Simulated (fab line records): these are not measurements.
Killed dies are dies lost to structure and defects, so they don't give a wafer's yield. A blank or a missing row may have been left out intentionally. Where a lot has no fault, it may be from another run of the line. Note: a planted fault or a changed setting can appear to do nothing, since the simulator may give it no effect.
Chamber matching / flow n5-finfet / N5_BEOL_M4_ETCH_70 on rie-diel-01: 4 sister chambers
The step etches SOC in N2/H2, target depth 80 nm, overetch 24 nm, time 130 s. 4 wafers are shown with their chamber, then 7 later ones without.

## WAFERS, EACH WITH ITS CHAMBER
wafer=L082.4; chamber=1; showerhead-plenum-p-Torr (Torr)=2.39
wafer=L091.4; chamber=0; showerhead-plenum-p-Torr (Torr)=2.61
wafer=L092.1; chamber=2; showerhead-plenum-p-Torr (Torr)=2.40
wafer=L092.2; chamber=3; showerhead-plenum-p-Torr (Torr)=2.45

## WAFERS WITH NO CHAMBER GIVEN
wafer=L092.3; showerhead-plenum-p-Torr (Torr)=2.71
wafer=L094.2; showerhead-plenum-p-Torr (Torr)=2.60
wafer=L094.3; showerhead-plenum-p-Torr (Torr)=2.40
wafer=L094.4; showerhead-plenum-p-Torr (Torr)=2.45
wafer=L096.2; showerhead-plenum-p-Torr (Torr)=2.70
wafer=L096.3; showerhead-plenum-p-Torr (Torr)=2.60
wafer=L096.5; showerhead-plenum-p-Torr (Torr)=2.60

## WHICH CHAMBER EACH ONE RAN IN
wafer=L092.3; from the rows above=0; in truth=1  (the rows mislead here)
wafer=L094.2; from the rows above=0; in truth=0
wafer=L094.3; from the rows above=can't be placed: 2 or 1 or 3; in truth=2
wafer=L094.4; from the rows above=can't be placed: 3 or 2 or 1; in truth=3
wafer=L096.2; from the rows above=0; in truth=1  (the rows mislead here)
wafer=L096.3; from the rows above=0; in truth=0
wafer=L096.5; from the rows above=0; in truth=0
Correct placement for 3 of the 7. Can't be placed from these rows: 2 (the true chamber is among the candidates in 2). Wrongly placed: 2.
How it was worked out, from the rows above alone: a wafer's distance from a chamber is the root of the sum, over the readings, of the square of ((its reading less the chamber's mean) divided by the reading's scatter). If the next closest chamber is less than 2 further off than the closest, the wafer can't be placed; otherwise it belongs to the closest. The mean given for a chamber averages the wafers shown for that chamber. The scatter: with one shown wafer a chamber, the root of the mean of the squares of how far each hidden wafer lies from its nearest shown one.
